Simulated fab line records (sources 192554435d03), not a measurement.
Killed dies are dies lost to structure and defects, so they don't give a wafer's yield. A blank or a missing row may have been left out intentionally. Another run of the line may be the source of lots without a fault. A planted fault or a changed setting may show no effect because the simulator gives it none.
Which of the tools did it? ; flow n5-finfet ; Sampling: 9 lots, 27 wafers, 6 of 1938 route steps

== WHAT THE GAUGES SHOWED, per wafer ==
N5_BEOL_M1_RS_MEAS_58: measures by four-point-probe. Usual: for M1_RS the level is 0.67 ohm/sq and the standard deviation is 0.038.
lot;measured;on;M1_RS (ohm/sq);flag
L597;day 7 00:33;film-metro-01;0.75 0.78 0.69;
L598;day 7 06:35;film-metro-02;0.68 0.64 0.65;
L605;day 8 20:28;film-metro-02;0.66 0.65 0.69;
L606;day 9 08:18;film-metro-01;0.75 0.70 0.70;
L609;day 9 23:53;film-metro-02;0.70 0.61 0.63;
L614;day 11 01:41;film-metro-02;0.67 0.67 0.75;
L615;day 11 14:52;film-metro-01;0.71 0.62 0.66;
L618;day 12 02:32;film-metro-01;0.65 0.66 0.67;
L617;day 12 02:55;film-metro-02;0.72 0.61 0.63;

N5_BEOL_M4_RC_MEAS_101. Usual: DIBL_N 36.7 mV/V, standard deviation 2.4; DIBL_P 37.4 mV/V, standard deviation 2.9; IOFF_N 0.18 nA/um, standard deviation 0.05; IOFF_P 0.23 nA/um, standard deviation 0.058; ION_N 683 uA/um, standard deviation 16; ION_P 467 uA/um, standard deviation 11; SS_N 71.7 mV/dec, standard deviation 0.77; SS_P 73.5 mV/dec, standard deviation 0.87; VT_N 249 mV, standard deviation 4.3; VT_P -250 mV, standard deviation 4.4.
lot;measured;on;DIBL_N (mV/V);DIBL_P (mV/V);IOFF_N (nA/um);IOFF_P (nA/um);ION_N (uA/um);ION_P (uA/um);SS_N (mV/dec);SS_P (mV/dec);VT_N (mV);VT_P (mV);flag
L597;day 8 05:15;prober-01;40.3 39.0 38.0;40.8 38.0 38.5;0.21 0.17 0.17;0.26 0.21 0.23;705 685 665;477 461 456;72.5 72.2 71.6;74.6 73.5 73.4;248 250 250;-248 -254 -252;
L598;day 8 13:13;prober-02;44.2 35.3 38.9;45.7 36.6 40.1;0.35 0.15 0.20;0.40 0.23 0.28;696 685 669;473 471 463;73.9 71.3 72.6;76.2 73.1 73.9;242 251 247;-242 -250 -247;
L605;day 10 08:22;prober-01;41.1 33.5 36.9;42.0 33.5 37.0;0.25 0.11 0.16;0.24 0.13 0.17;699 681 680;458 466 450;73.2 70.7 72.0;74.5 72.6 73.5;246 253 250;-251 -259 -256;
L606;day 10 11:44;prober-01;37.4 36.5 38.0;38.8 35.5 38.7;0.19 0.15 0.19;0.24 0.18 0.24;682 667 697;463 448 475;72.1 71.5 72.1;73.5 71.9 73.1;248 251 245;-250 -253 -249;
L609;day 11 11:25;prober-02;40.2 36.4 40.9;40.8 36.5 42.7;0.23 0.16 0.29;0.29 0.22 0.33;690 691 711;473 476 480;73.1 71.3 72.8;74.3 72.9 74.5;243 247 238;-246 -249 -242;
L614;day 12 14:08;prober-01;40.3 40.3 35.6;42.7 41.8 37.4;0.30 0.27 0.19;0.37 0.34 0.24;702 679 703;484 466 483;73.1 73.4 71.7;74.9 76.0 72.8;240 245 245;-243 -246 -247;
L615;day 12 21:37;prober-01;37.9 34.5 35.7;40.9 35.3 38.1;0.19 0.13 0.16;0.23 0.15 0.19;669 664 666;459 449 449;72.2 71.4 71.5;73.8 72.8 73.4;248 251 247;-251 -256 -254;
L618;day 13 12:54;prober-02;36.6 37.9 37.5;38.0 38.7 39.5;0.18 0.18 0.22;0.20 0.21 0.24;698 673 697;473 456 466;71.7 71.9 72.2;73.0 73.6 73.6;247 249 243;-252 -252 -249;
L617;day 13 16:04;prober-02;37.8 34.3 33.2;37.7 34.0 33.0;0.18 0.11 0.10;0.20 0.15 0.14;684 670 668;457 468 462;71.9 71.0 70.1;74.1 72.7 72.2;248 254 257;-254 -258 -260;

== EACH LOT AND THE TOOL THAT RAN IT (in order: tool; ch and the chambers of the sampled wafers; start) ==
lot;N5_BEOL_M1_ANNEAL_91;N5_BEOL_M1_CMP_52;N5_BEOL_M2_PECVD_72;N5_BEOL_M2_CMP_52
L597;pvd-sputter-03, day 6 22:52;cmp-01 ch 0,1,3, day 7 00:02;pecvd-04 ch 0,2, day 7 00:43;cmp-04 ch 1,2,3, day 7 07:52
L598;pvd-sputter-01, day 7 04:58;cmp-02 ch 2,3, day 7 06:02;pecvd-03 ch 0,2, day 7 06:45;cmp-04 ch 0,3, day 7 15:31
L605;pvd-sputter-01, day 8 18:50;cmp-02 ch 0,1,2, day 8 19:59;pecvd-01 ch 0,2, day 8 20:37;cmp-04 ch 0,1, day 9 05:05
L606;pvd-sputter-02, day 9 06:40;cmp-01 ch 1,3, day 9 07:44;pecvd-01 ch 0,1,2, day 9 08:28;cmp-03 ch 0,1,2, day 9 18:35
L609;pvd-sputter-01, day 9 22:15;cmp-01 ch 0,1,2, day 9 23:24;pecvd-03 ch 0,2, day 10 00:04;cmp-01 ch 0,2,3, day 10 08:38
L614;pvd-sputter-01, day 11 00:03;cmp-04 ch 1,2, day 11 01:08;pecvd-03 ch 0,2, day 11 01:51;cmp-03 ch 0,1,3, day 11 11:29
L615;pvd-sputter-03, day 11 13:13;cmp-02 ch 0,3, day 11 14:17;pecvd-03 ch 0,1, day 11 15:01;cmp-04 ch 0,2,3, day 12 05:19
L618;pvd-sputter-03, day 12 00:52;cmp-04 ch 1,2,3, day 12 01:56;pecvd-04 ch 0,1, day 12 02:42;cmp-04 ch 0,1,3, day 12 15:11
L617;pvd-sputter-02, day 12 01:14;cmp-04 ch 1,2,3, day 12 02:21;pecvd-01 ch 0,1, day 12 03:05;cmp-04 ch 2,3, day 12 18:43
- N5_BEOL_M1_ANNEAL_91: time 240 s.
- N5_BEOL_M1_CMP_52: polishes, stops on SiOC, t overpolish 6.8 s, target thk 40 nm.
- N5_BEOL_M2_PECVD_72: deposits SiO2 from TEOS/O2, target thk 16 nm, time 18 s.
- N5_BEOL_M2_CMP_52: polishes, stops on SiOC, t overpolish 6.8 s, target thk 40 nm.

== WHAT THE TOOLS THEMSELVES READ (means of the sampled wafers that have a number; where no wafer has one, the mark that the record gives instead) ==
N5_BEOL_M1_ANNEAL_91. Usual: 804 W for heater-power-w, sd 100.
lot;tool;heater-power-w (W);flag
L597;pvd-sputter-03;849;
L598;pvd-sputter-01;831;
L605;pvd-sputter-01;741;
L606;pvd-sputter-02;708;
L609;pvd-sputter-01;886;
L614;pvd-sputter-01;786;
L615;pvd-sputter-03;869;
L618;pvd-sputter-03;857;
L617;pvd-sputter-02;829;

N5_BEOL_M1_CMP_52. Usual: barrier-field-endpoint-s 24.4 s, standard deviation 0.72; motor-current-A 6.3 A, standard deviation 0.69; overpolish-run-s 6.800 s, standard deviation 0.009; time-to-endpoint-s 62 s, standard deviation 3.6.
lot;tool;barrier-field-endpoint-s (s);motor-current-A (A);overpolish-run-s (s);time-to-endpoint-s (s);flag
L597;cmp-01;24.4;5.7;6.804;58;
L598;cmp-02;24.2;6.3;6.799;65;
L605;cmp-02;24.8;6.2;6.799;64;
L606;cmp-01;24.2;5.3;6.801;58;
L609;cmp-01;24.0;6.5;6.801;62;
L614;cmp-04;24.1;6.8;6.797;59;
L615;cmp-02;24.8;6.5;6.792;64;
L618;cmp-04;24.1;6.6;6.796;61;
L617;cmp-04;24.3;6.6;6.805;63;

N5_BEOL_M2_PECVD_72. Usual: heater-power-w 657 W, standard deviation 81; showerhead-plenum-p-Torr 8.79 Torr, standard deviation 0.072; susceptor-temp-C 400.03 C, standard deviation 0.21; throttle-valve-pct 23.2 %, standard deviation 1.6.
lot;tool;heater-power-w (W);showerhead-plenum-p-Torr (Torr);susceptor-temp-C (C);throttle-valve-pct (%);flag
L597;pecvd-04;601;8.71;399.88;22.4;
L598;pecvd-03;671;8.82;399.98;22.2;
L605;pecvd-01;650;8.76;399.96;22.7;
L606;pecvd-01;704;8.80;400.17;23.7;
L609;pecvd-03;658;8.83;400.12;22.4;
L614;pecvd-03;851;8.82;434.50;22.5;OFF
L615;pecvd-03;921;8.82;434.77;23.0;OFF
L618;pecvd-04;666;8.77;400.24;23.8;
L617;pecvd-01;704;8.85;399.90;24.8;

N5_BEOL_M2_CMP_52. Usual: barrier-field-endpoint-s 24.6 s, standard deviation 0.72; motor-current-A 6.3 A, standard deviation 0.97.
lot;tool;barrier-field-endpoint-s (s);motor-current-A (A);flag
L597;cmp-04;25.3;6.7;
L598;cmp-04;24.2;6.7;
L605;cmp-04;23.9;6.3;
L606;cmp-03;24.7;6.7;
L609;cmp-01;24.5;6.3;
L614;cmp-03;19.5;6.2;OFF
L615;cmp-04;19.9;6.2;OFF
L618;cmp-04;24.9;6.6;
L617;cmp-04;25.0;6.6;

== THE ANSWER, worked out from the rows above alone ==
Rule: a lot is off if the mean of its wafers that have a number lies more than 3 standard deviations from the usual mean. A lot without any number at a reading at which 4 lots or more have one is off too. Where the step has rows for the other lots, those lots are counted as sound. After the gauges, taken in route order, come the tools' own readings; for these a lot's mean is taken, as printed above. At the first step where some lot is off, the reading lying furthest off is the one used; lots without a number count as furthest.
Off, at N5_BEOL_M2_PECVD_72 on susceptor-temp-C: L614, L615.
If a tool, at that step or one of the process steps before it, ran each lot that is off and ran no sound lot following the first of them, it fits. One fits: pecvd-03 at N5_BEOL_M2_PECVD_72. A fault onset in the window from L609 (day 10 00:04, its last sound lot) to L614 (day 11 01:51, its first lot off) fits.
The tool's own readings at N5_BEOL_M2_PECVD_72 bear it out: on the lots that are off they differ by more than 5 times the standard deviation of the sound lots' means. heater-power-w reads 886 W there against 665 W on the sound lots; susceptor-temp-C reads 434.63 C there against 400.04 C on the sound lots.

== WHAT HAD BEEN PUT IN BY THE SIMULATOR ==
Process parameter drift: pecvd-03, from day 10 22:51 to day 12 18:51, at N5_BEOL_M2_PECVD_72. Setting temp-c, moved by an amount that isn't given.
Lots struck among those shown: L614, L615. Same finding as the rule above.
